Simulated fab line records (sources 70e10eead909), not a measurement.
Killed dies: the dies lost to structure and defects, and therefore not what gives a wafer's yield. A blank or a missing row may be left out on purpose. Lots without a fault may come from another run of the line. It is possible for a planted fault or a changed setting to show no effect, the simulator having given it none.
Chamber matching	flow nand_harc	NHARC_A_SGD_CUT_CMP_21 on cmp-03: 4 sister chambers
The step polishes, target thk 148.19 nm. 14 wafers are shown with their chamber, then 7 later ones without.

== WAFERS WITH THEIR CHAMBER ==
wafer	chamber	motor_current_A (A)	time_to_endpoint_s (s)
L893.3	0	11.2	49.4
L893.5	1	11.6	50.0
L893.6	2	13.0	47.3
L894.1	0	11.4	53.6
L894.2	3	12.1	51.3
L894.3	1	11.4	53.4
L896.4	2	13.3	50.5
L896.5	3	12.4	50.1
L896.6	0	11.9	51.9
L901.1	1	12.0	51.9
L901.3	0	11.2	51.2
L901.5	1	11.6	49.9
L899.2	0	10.8	50.1
L899.3	3	12.7	50.6

SIGNATURES (averages over the wafers above)
reading	chamber 0	chamber 1	chamber 2	chamber 3	scatter within a chamber
motor_current_A	11.300	11.650	13.150	12.400	0.325
time_to_endpoint_s	51.240	51.300	48.900	50.667	1.58
Rule: a wafer's distance from a chamber is the root of the sum, over the readings, of the square of ((its reading less the chamber's mean) divided by the reading's scatter). The wafer belongs to the nearest chamber; if the next one is less than 2 further off, it can't be placed. The scatter is the square root of a quotient: the sum, over the shown wafers, of each reading's squared deviation from its chamber's mean, divided by wafers minus chambers.

== WAFERS MISSING THEIR CHAMBER ==
wafer	motor_current_A (A)	time_to_endpoint_s (s)
L899.4	13.8	50.5
L909.1	13.5	50.4
L909.3	11.7	51.6
L909.5	11.3	50.2
L908.2	11.7	49.7
L908.3	11.1	51.3
L908.6	11.2	50.4

== EACH ONE'S CHAMBER ==
wafer	from the rows above	in truth
L899.4	2	2
L909.1	can't be placed: 2 or 3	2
L909.3	can't be placed: 1 or 0 or 3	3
L909.5	can't be placed: 0 or 1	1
L908.2	can't be placed: 1 or 0 or 3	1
L908.3	can't be placed: 0 or 1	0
L908.6	can't be placed: 0 or 1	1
1 of 7 placed correctly. Unplaceable from these rows: 6, with the true chamber sitting among the candidates in 6. 0 placed wrongly.
